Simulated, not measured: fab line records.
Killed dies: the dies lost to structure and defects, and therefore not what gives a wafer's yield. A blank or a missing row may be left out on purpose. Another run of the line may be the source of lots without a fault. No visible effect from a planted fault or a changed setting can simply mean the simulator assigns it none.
fab line records | flow n5_finfet
record: lots: 5 wafers: 13 last_day: 18
route steps=1938 shown PMOS_HMC_CHANNEL_EPI@83 FIN_SAQP@90 FIN_CUT@174 STI_FIN_REVEAL@197 PASSIVATION@1936
lots untouched by any fault: they come from a run of this same line in which no faults occurred
start_h: start of the lot's first displayed wafer, in hours after the record's first day | wait_h: hours since the lot's step before | " same as the row above | L1.1+2: one row covering several wafers at once | - no value, or no start given | * or withheld: withheld | < > ~ a bound
route shown NAME@n: a module of which the file shows steps, and the number in the route of the first | usual: the fault-free wafers' mean and standard deviation | same: alike in all rows | chamber/n: place in a boat | sites: readings site by site | _std_site: the standard deviation of these | _edge_site: outer sites' mean less inner sites' | radius_mm: how far each site lies from the wafer's centre | mask NAME#n: copy n | behind: tool/chamber where the wafer was last shaped | hold: what put the lot on hold/how long, in hours/how the hold closed | device: the n, p or np transistor that did not switch | end of line: the same wafers' tests at the end of the route | a step with no rows: only its recipe | killed: dies that structure and defects cost at the first sort, which is not the same as the wafer's yield | map: a wafer's dies, marking killed ones x, the rest . and places with no die _
set.NAME: setting as actually run; set.NAME@STEP: the setting as run at that earlier step | model.NAME: the simulator's own value behind a step, which no gauge read
lots at selected steps of the route; one table per step, one row per wafer
services: from which hour (start_h, from the record's first day; less than 0 if before it) a tool's chamber was out of use, for how many hours, and why
== steps ==
step: N5_PMOS_HMC_CHANNEL_EPI_PRECLEAN_40
recipe: chemistry: DHF time_s: 30 temp_c: 25 dilution: withheld
step: N5_PMOS_HMC_CHANNEL_EPI_PRECLEAN_37
recipe: chemistry: O3/DIW time_s: 45 temp_c: 22 o3_ppm: 10
step: N5_PMOS_HMC_CHANNEL_EPI_PRECLEAN_24
recipe: chemistry: DHF time_s: 30 temp_c: 25 dilution: withheld
step: N5_PMOS_HMC_CHANNEL_EPI_SRD_25
recipe: dry: ipa_marangoni do_ppb: 5 time_s: 30 temp_c: 23 rinse_liquid: diw
step: N5_PMOS_HMC_CHANNEL_EPI_EPI_26
recipe: material: Si target_thk_a: 38 temp_c: 650 precursor: SiH4/H2 pressure_torr: 20 time_s: 22.7
step: N5_FIN_SAQP_PRECLEAN_42
recipe: chemistry: O3/DIW time_s: 60 temp_c: 22 o3_ppm: 10
step: N5_FIN_SAQP_PRECLEAN_00
recipe: chemistry: SC1 time_s: 60 temp_c: 55 mix: 1:2:50
step: N5_FIN_SAQP_PRECLEAN_44
recipe: chemistry: SC2 time_s: 45 temp_c: 35 mix: 1:1:50
step: N5_FIN_SAQP_SRD_01
recipe: dry: ipa_marangoni time_s: 30 temp_c: 23 rinse_liquid: diw
step: N5_FIN_SAQP_ALD_61
recipe: material: SiO2 target_thk_a: 40 temp_c: 300 ald_precursor_family: BDEAS ald_co_reactant: O2-plasma pulse_time_s: 1 purge_time_s: 2 co_reactant_purge_time_s: 2 ald_cycles: 43 pressure_torr: 2
usual: ald_cycles: 43/0 heater_power_w: 457/42 precursor_pulse_height_rel: 1.001/0.021
columns lot.wafer tool chamber start_h wait_h ald_cycles heater_power_w precursor_pulse_height_rel model.SiO2_of_FIN_SAQP_ALD_61.thk_nm
L556.1 ald_sin-03 3 22.15 0.0 43 406 1.002 3.996
L556.2 " 0 " " 43 470 0.994 4.009
L556.6 " 0 " " 43 479 1.014 4.012
L567.2 ald_sin-03 3 88.31 1.7 58 418 0.963 5.416
L567.3 " 0 " " 43 461 1.016 4
L567.6 " 1 " " 43 470 1.000 3.99
L568.2 ald_sin-03 3 93.85 0.0 58 414 1.002 5.399
L568.3 " 0 " " 43 466 1.023 4.009
L569.1 ald_sin-03 1 99.70 0.8 58 478 1.029 5.397
L569.6 " 3 " " 43 421 0.984 4.016
L578.1 ald_sin-02 3 153.76 0.0 43 535 0.990 3.973
L578.2 " 1 " " 43 470 0.999 3.99
L578.3 " 0 " " 43 420 1.041 4.006
step: N5_FIN_SAQP_DENSIFY_62
recipe: temp_c: 700 time_s: 60 ambient: N2 idle_temp_c: 600 ramp_up_c_per_s: 150 ramp_down_c_per_s: 60 cool_to_c: 600
step: N5_FIN_SAQP_HM_DEP_03
recipe: material: SiNx target_thk_a: 380 temp_c: 400 precursor: SiH4/NH3/N2 pressure_torr: 1.5 rf_w: 300 time_s: 33.6
step: N5_FIN_SAQP_PECVD_47
recipe: material: a-Si target_thk_a: 450 temp_c: 400 precursor: SiH4/He pressure_torr: 3 rf_w: 100 time_s: 36.3
step: N5_FIN_SAQP_PECVD_48
recipe: material: SiNx target_thk_a: 250 temp_c: 400 precursor: SiH4/NH3/N2 pressure_torr: 1.5 rf_w: 300 time_s: 22.1
step: N5_FIN_SAQP_PECVD_06
recipe: material: a-Si target_thk_a: 600 temp_c: 400 precursor: SiH4/He pressure_torr: 3 rf_w: 100 time_s: 48.1
step: N5_FIN_SAQP_HM_DEP_72
recipe: material: SiO2 target_thk_a: 120 temp_c: 400 precursor: SiH4/N2O pressure_torr: 0.75 rf_w: 275 time_s: 7.2
step: N5_FIN_SAQP_COAT_49
recipe: resist: SOC temp_c: 250 time_s: 60 spin_rpm: 1500 resist_thk_nm: 100
step: N5_FIN_SAQP_COAT_50
recipe: resist: SiARC temp_c: 220 time_s: 60 spin_rpm: 1500 resist_thk_nm: 35
step: N5_FIN_SAQP_COAT_10
recipe: resist: CAR-ArF spin_rpm: 1500 resist_thk_nm: 90
step: N5_FIN_SAQP_EBR_12
recipe: solvent: PGMEA ebr_width_mm: 1.5
step: N5_FIN_SAQP_SOFTBAKE_11
recipe: temp_c: 110 time_s: 60 resist: CAR-ArF
step: N5_FIN_SAQP_EXPOSE_13
recipe: mask_id: FIN_CORE na: 1.35 source_shape: dipole sigma_inner: 0.538 sigma_outer: 0.738 polarization: te target_cd_nm: 35.6 dose_mj: 63.25
step: N5_FIN_SAQP_PEB_14
recipe: peb_temp_c: withheld peb_time_s: 60 resist: CAR-ArF
step: N5_FIN_SAQP_DEVELOP_15
recipe: develop_time_s: 30 developer: TMAH resist: CAR-ArF dev_temp_c: 23 rinse_liquid: diw dry: air_spin
step: N5_FIN_SAQP_DESCUM_21
recipe: chemistry: O2 time_s: 7.9 source_power_w: 50 bias_power_w: 20 pressure_mtorr: 20 rf_frequency_hz: 2.712e+07 temp_c: 40 resist: CAR-ArF o2_flow_sccm: 225
step: N5_FIN_SAQP_ETCH_51
recipe: chemistry: CF4 target: SiARC target_depth_a: 455 mask_material: CAR-ArF time_s: 75.8 ion_energy_ev: 80 pressure_mtorr: 40 source_w: 545 bias_w: 36 Ar_flow_sccm: 100 cf4_flow_sccm: 100 ends: cleared
step: N5_FIN_SAQP_ETCH_52
recipe: chemistry: N2/H2 target: SOC target_depth_a: 1000 overetch_a: 200 mask_material: SiARC temp_c: 40 time_s: 150 ion_energy_ev: 200 pressure_mtorr: 30 source_w: 840 bias_w: 150 n2_flow_sccm: 200 h2_flow_sccm: 200 ends: end_point
step: N5_FIN_SAQP_STRIP_53
recipe: chemistry: N2/H2 temp_c: 40 n2_flow_sccm: 200 h2_flow_sccm: 200 rf_frequency_hz: 6e+07
step: N5_FIN_SAQP_HM_OPEN_73
recipe: chemistry: CHF3/O2 target: SiO2 stop_on: a-Si target_depth_a: 120 over_etch_frac: 1.8 mask_material: SOC time_s: 16.8 pressure_mtorr: 30 source_w: 650 bias_w: 170 Ar_flow_sccm: 200 CHF3_flow_sccm: 50 O2_flow_sccm: 5 ion_energy_ev: 200 ends: end_point
step: N5_FIN_SAQP_STRIP_74
recipe: chemistry: CHF3/O2 resist: SiARC rf_frequency_hz: 6e+07
step: N5_FIN_SAQP_MANDREL_ETCH_22
recipe: target_depth_a: 600 chemistry: HBr/Cl2 target: a-Si stop_on: SiNx bt_time_s: 10 over_etch_frac: 0.5 time_s: 30 pressure_mtorr: 10 icp_w: 800 bias_w: 75 HBr_flow_sccm: 150 Cl2_flow_sccm: 80 ends: end_point
step: N5_FIN_SAQP_STRIP_55
recipe: chemistry: N2/H2 power_w: 500 temp_c: 40 pressure_mtorr: 50 rf_frequency_hz: 6e+07 overash_fraction: 0.3 bias_power_w: 28 h2_frac: 0.5 n2_flow_sccm: 300 h2_flow_sccm: 300
step: N5_FIN_SAQP_STRIP_23
recipe: chemistry: SPM time_s: 750 temp_c: 130 h2so4_h2o2_vol_ratio: 4
step: N5_FIN_SAQP_SRD_66
recipe: dry: ipa_marangoni time_s: 30 temp_c: 23 rinse_liquid: diw
step: N5_FIN_CUT_CUT_ETCH_27
recipe: chemistry: CHF3/O2 target: SiO2 target_depth_a: 40 mask_material: SOC overetch_a: 20 time_s: 4.9 pressure_mtorr: 30 source_w: 650 bias_w: 170 Ar_flow_sccm: 200 CHF3_flow_sccm: 50 O2_flow_sccm: 5 ion_energy_ev: 200
usual: drypump_motor_current_A: 5.7/0.42 oes_product_au: 0.62/0.056 rf_vpp_V: 521/9 showerhead_plenum_p_Torr: 2.41/0.087 throttle_valve_pct: 18.89/0.19
columns lot.wafer tool chamber start_h wait_h drypump_motor_current_A oes_product_au rf_hours_counter_h rf_vpp_V showerhead_plenum_p_Torr throttle_valve_pct model.etch.depth_nm
L556.1 rie_diel-02 1 29.17 0.0 5.2 0.55 235 516 2.38 18.77 3.996
L556.2 " 2 " " 5.8 0.58 172 533 2.41 18.68 4.009
L556.6 " 2 " " 5.8 0.57 - 532 2.41 18.69 4.012
L567.2 rie_diel-03 1 95.14 0.0 5.8 0.65 237 518 2.48 19.14 5.416
L567.3 " 3 " " 6.3 0.66 76 512 2.55 18.90 4
L567.6 " 0 " " 5.4 0.59 - 522 2.41 19.22 3.99
L568.2 rie_diel-02 1 102.26 0.0 5.2 0.89 4 517 2.37 18.44 5.399
L568.3 " 2 " " 5.8 0.56 202 532 2.39 18.74 4.009
L569.1 rie_diel-02 3 107.14 0.0 5.5 0.70 138 541 2.41 18.85 5.397
L569.6 " 2 " " 5.8 0.56 - 532 2.39 18.74 4.016
L578.1 rie_diel-04 0 160.80 0.0 6.3 0.62 106 530 2.25 18.97 3.973
L578.2 " 2 " " 5.5 0.53 251 516 2.47 19.04 3.99
L578.3 " 1 " " 6.2 0.64 91 514 2.43 18.71 4.006
step: N5_STI_FIN_REVEAL_STRIP_16
recipe: chemistry: H3PO4 material: SiNx temp_c: 165 target_depth_a: 238 overetch_fraction: 0.4964 dry: ipa_marangoni
columns lot.wafer tool chamber start_h wait_h model.SiO2_of_FIN_SAQP_ALD_61.thk_nm
L556.1+2+6 wet_bench-01 0,4,3 37.26 1.1 3.8
L567.2 wet_bench-06 6 103.46 1.1 5.2
L567.3+6 " 1,5 " " 3.8
L568.2 wet_bench-01 6 110.24 1.1 5.2
L568.3 " 3 " " 3.8
L569.1 wet_bench-01 3 115.15 1.1 5.2
L569.6 " 4 " " 3.8
L578.1+2+3 wet_bench-05 4,0,5 169.12 1.1 3.8
step: N5_PASSIVATION_PROBE_49
usual: killed_at_M0_to_M3: 31/11 killed_at_M4_up: 14/5.1 killed_at_contacts: 12/5.6 killed_at_front_end: 42/12 killed_at_other: 3.8/2.9 killed_dies: 103/18 killed_open: 67/14 killed_short: 33/8
same: gross_dies: 1180 killed_at_back_side: 0
columns lot.wafer tool chamber start_h wait_h killed_at_M0_to_M3 killed_at_M4_up killed_at_contacts killed_at_front_end killed_at_other killed_dies killed_open killed_short
L568.2 prober-01 - 364.30 0.1 15 17 14 39 1 86 49 33
L568.3 prober-01 - 364.35 0.1 21 14 18 58 0 111 81 26
L567.2 prober-01 - 364.69 0.1 25 13 12 48 3 101 66 33
L569.1 prober-02 - 374.03 0.0 32 11 12 64 8 127 82 45
L569.6 prober-02 - 374.28 0.3 35 16 6 34 8 99 70 29
L578.1 prober-01 - 422.50 0.0 51 23 15 30 5 124 93 27
L578.2 prober-01 - 422.55 0.1 43 12 21 29 2 107 75 29
L578.3 prober-01 - 422.60 0.1 33 14 21 24 6 98 67 25
killed by level:class
L568.2 MOL_CONTACT_COAG:geometric_particle:open=11 FIN_SAQP:geometric_particle:short=7 FIN_SAQP:geometric_particle:open=6 GATE_CUT:geometric_particle:open=5 GATE_CUT:geometric_particle:short=5 BEOL_M4:geometric_particle:short=5 STI_FIN_REVEAL:geometric_particle:open=4 BEOL_M1:geometric_particle:open=4
L568.3 MOL_CONTACT_COAG:geometric_particle:open=17 STI_FIN_REVEAL:geometric_particle:open=16 FIN_SAQP:geometric_particle:open=11 FIN_SAQP:geometric_particle:short=6 BEOL_M0_SAQP:geometric_particle:open=6 GATE_CUT:geometric_particle:short=5 STARTING-WAFER:geometric_particle:open=5 BEOL_M1:geometric_particle:open=4
L567.2 BEOL_M3:geometric_particle:open=15 STI_FIN_REVEAL:geometric_particle:open=12 MOL_CONTACT_COAG:geometric_particle:open=11 FIN_SAQP:geometric_particle:short=10 FIN_SAQP:geometric_particle:open=7 GATE_CUT:geometric_particle:short=5 BEOL_M0_SAQP:geometric_particle:short=4 BEOL_M4:geometric_particle:open=4
L569.1 FIN_SAQP:geometric_particle:open=16 STI_FIN_REVEAL:geometric_particle:open=15 FIN_SAQP:geometric_particle:short=10 MOL_CONTACT_COAG:geometric_particle:open=9 BEOL_M1:geometric_particle:open=7 BEOL_M0_SAQP:geometric_particle:short=6 BEOL_M0_SAQP:geometric_particle:open=6 DUMMY_GATE:geometric_particle:open=6
L569.6 BEOL_M0_SAQP:geometric_particle:short=11 STI_FIN_REVEAL:geometric_particle:open=10 FIN_SAQP:geometric_particle:open=8 DUMMY_GATE:geometric_particle:open=6 MOL_CONTACT_COAG:geometric_particle:open=6 BEOL_M0_SAQP:geometric_particle:open=6 BEOL_M1:geometric_particle:open=6 BEOL_M2:geometric_particle:open=5
L578.1 BEOL_M4:geometric_particle:open=14 MOL_CONTACT_COAG:geometric_particle:open=13 BEOL_M0_SAQP:geometric_particle:open=12 BEOL_M0:geometric_particle:open=10 BEOL_M3:geometric_particle:open=8 FIN_SAQP:geometric_particle:open=7 BEOL_M1:geometric_particle:open=6 BEOL_M0_SAQP:geometric_particle:short=5
L578.2 MOL_CONTACT_COAG:geometric_particle:open=16 BEOL_M2:geometric_particle:open=11 BEOL_M1:geometric_particle:open=9 BEOL_M3:geometric_particle:open=9 FIN_SAQP:geometric_particle:open=7 BEOL_M0_SAQP:geometric_particle:short=7 DUMMY_GATE:geometric_particle:open=5 MOL_CONTACT_COAG:geometric_particle:short=5
L578.3 MOL_CONTACT_COAG:geometric_particle:open=15 MOL_CONTACT_COAG:geometric_particle:short=6 BEOL_M1:geometric_particle:open=6 BEOL_M3:geometric_particle:open=6 STI_FIN_REVEAL:geometric_particle:open=5 BEOL_M0_SAQP:geometric_particle:open=5 BEOL_M2:geometric_particle:open=5 HKMG_FIN:area_etch=5
== services ==
columns tool chamber start_h hours kind
ald_sin-03 0 7.88 - clean
ald_sin-03 1 7.88 - clean
ald_sin-03 2 7.88 - clean
ald_sin-03 3 7.88 - clean
rie_diel-02 3 27.58 6.2 repair
wet_bench-01 - 29.23 1.9 pm
rie_diel-03 2 32.31 2.2 repair
rie_diel-04 - 69.57 28.1 pm
rie_diel-02 1 73.75 - clean
rie_diel-02 1 73.75 - consumable_replace:focus_ring
rie_diel-02 1 73.75 19.5 scheduled_down
rie_diel-02 1 73.75 19.5 vent_cycle
ald_sin-02 - 85.25 14.0 pm
ald_sin-02 0 85.25 14.0 vent_cycle
ald_sin-02 1 85.25 14.0 vent_cycle
ald_sin-02 2 85.25 14.0 vent_cycle
ald_sin-02 3 85.25 14.0 vent_cycle
ald_sin-02 0 99.25 - clean
ald_sin-02 1 99.25 - clean
ald_sin-02 2 99.25 - clean
rie_diel-02 - 102.59 2.8 pm
wet_bench-06 - 138.05 2.8 repair
rie_diel-03 1 144.94 3.3 repair
ald_sin-03 1 155.05 4.3 repair
== key ==
first_sign: step: N5_FIN_SAQP_ALD_61 reading: ald_cycles direction: up sigmas: 99+ usual: * struck: *
effect none on later readings
model_effect: step: N5_FIN_SAQP_ALD_61 value: SiO2_of_FIN_SAQP_ALD_61.thk_nm without: 4.009 struck: 5.404
model_effect: step: N5_FIN_CUT_CUT_ETCH_27 value: etch.depth_nm without: 4.009 struck: 5.404
model_effect: step: N5_STI_FIN_REVEAL_STRIP_16 value: SiO2_of_FIN_SAQP_ALD_61.thk_nm without: 3.8 struck: 5.2
met_at N5_FIN_SAQP_ALD_61
struck_wafers L567.2,L568.2,L569.1
tester_left_out L567,L568,L569
baseline_loss: step: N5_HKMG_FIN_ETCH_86 wafers: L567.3
onset_between 22.15 88.31
fault: kind: process_parameter_drift tool: ald_sin-03 chamber: - onset_h: 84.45 steps: N5_FIN_SAQP_ALD_61 channel: ald_cycles offset: * shape: step end_h: 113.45 scope: struck_wafers_only acts_in: * stated: *
tester_left_out: of these lots the tester's yield and bins aren't shown, on N5 and GAA mostly nor the transistor test; their killed dies are dies lost to structure and defects alone, not to doping, threshold or leakage, so they don't give the yield
baseline_loss: these wafers lose ten dies or more at that step, a loss of the line's own and not of a fault; the sort's usual values leave them out
